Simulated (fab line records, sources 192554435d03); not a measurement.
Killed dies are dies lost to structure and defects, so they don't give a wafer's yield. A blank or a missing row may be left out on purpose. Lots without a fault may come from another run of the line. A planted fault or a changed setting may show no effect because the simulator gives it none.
A struck lot beside a sound one | flow n5_finfet | 16 steps out of a route of 1938
Sound: wafers L365.4, L365.5, L365.6. Struck: wafers L371.1, L371.3, L371.5. The cause comes at the end.
At each step with rows: each side's tool, then ch and its chambers, then its first start. Under that, the readings that differ: sound wafers | struck wafers | difference of the means | sigmas: that difference in standard deviations of wafers without a fault.
alike: readings whose means differ by less than 2 such deviations, and words and numbers that are the same on both sides. not compared: withheld readings, readings that some wafer has no value for, bounds like >300 that may hide the same value, and numbers for which the record gives no deviation and whose values overlap.
The two part at a step that has a row with sigmas, a row that says differs or no value, or rows on one side only. Numbers that don't overlap but have no deviation are shown without sigmas and don't part them. A reading that every wafer of one side lacks parts them only if that side has two wafers or more.

first, 4 steps without rows for these wafers: N5_BEOL_M4_ANNEAL_80 (time 240 s); N5_BEOL_M4_SPUTTER_81 (material Cu, target thk 4.5 nm, time 8.29 s); N5_BEOL_M4_ANNEAL_82 (time 240 s); N5_BEOL_M4_SPUTTER_86 (material Cu, target thk 4.5 nm, time 8.29 s).
N5_BEOL_M4_ANNEAL_87: time 240 s.
  sound on pvd_sputter-01, day 9 17:18; struck on pvd_sputter-02, day 11 05:35
  alike: heater_power_w, susceptor_temp_C, susceptor_temp_C_max
N5_BEOL_M4_SPUTTER_88: material Cu, target thk 4.5 nm, time 8.29 s.
  sound on pvd_sputter-01, day 9 17:26; struck on pvd_sputter-02, day 11 05:44
  alike: throttle_valve_pct
N5_BEOL_M4_ANNEAL_89: time 240 s.
  sound on pvd_sputter-01, day 9 17:31; struck on pvd_sputter-02, day 11 05:49
  alike: heater_power_w, susceptor_temp_C, susceptor_temp_C_max
then, 2 steps without rows for these wafers: N5_BEOL_M4_SPUTTER_90 (material Cu, target thk 4.5 nm, time 8.29 s); N5_BEOL_M4_ANNEAL_91 (time 240 s).
N5_BEOL_M4_SPUTTER_92: material Cu, target thk 4.5 nm, time 8.29 s.
  sound on pvd_sputter-01, day 9 17:53; struck on pvd_sputter-02, day 11 06:10
  alike: throttle_valve_pct
then, 2 steps without rows for these wafers: N5_BEOL_M4_ANNEAL_93 (time 240 s); N5_BEOL_M4_SPUTTER_94 (material Cu, target thk 4.5 nm, time 8.29 s).
N5_BEOL_M4_ANNEAL_95: time 240 s.
  sound on pvd_sputter-01, day 9 18:11; struck on pvd_sputter-02, day 11 06:28
  no value came back on the struck wafers for heater_power_w (W), susceptor_temp_C (C), susceptor_temp_C_max; on the sound wafers heater_power_w (W) reads 744 901 703
N5_BEOL_M4_SPUTTER_96: material Cu, target thk 4.5 nm, time 8.29 s.
  sound on pvd_sputter-01, day 9 18:19; struck on pvd_sputter-02, day 11 06:37
  alike: throttle_valve_pct
N5_BEOL_M4_RC_MEAS_101:
  sound on prober-02 ch 0, day 9 19:56; struck on prober-02 ch 0, day 11 07:49
  reading        | sound          | struck         | difference | sigmas
  DIBL_P (mV/V)  | 35.2 38.3 38.7 | 34.2 31.8 32.8 | -4.5       | -2
  IOFF_N (nA/um) | 0.16 0.19 0.21 | 0.13 0.10 0.12 | -0.07      | -2
  IOFF_P (nA/um) | 0.20 0.25 0.27 | 0.17 0.14 0.15 | -0.09      | -2
  VT_P (mV)      | -249 -248 -247 | -256 -256 -257 | -8         | -2
  alike: DIBL_N, ION_N, ION_P, SS_N, SS_P, VT_N
then, 1 step without rows for these wafers: N5_PASSIVATION_PROBE_49.

WHERE THEY PART
First at N5_BEOL_M4_ANNEAL_95; last, within this record, at N5_BEOL_M4_RC_MEAS_101.

WHY: what the simulator had put in
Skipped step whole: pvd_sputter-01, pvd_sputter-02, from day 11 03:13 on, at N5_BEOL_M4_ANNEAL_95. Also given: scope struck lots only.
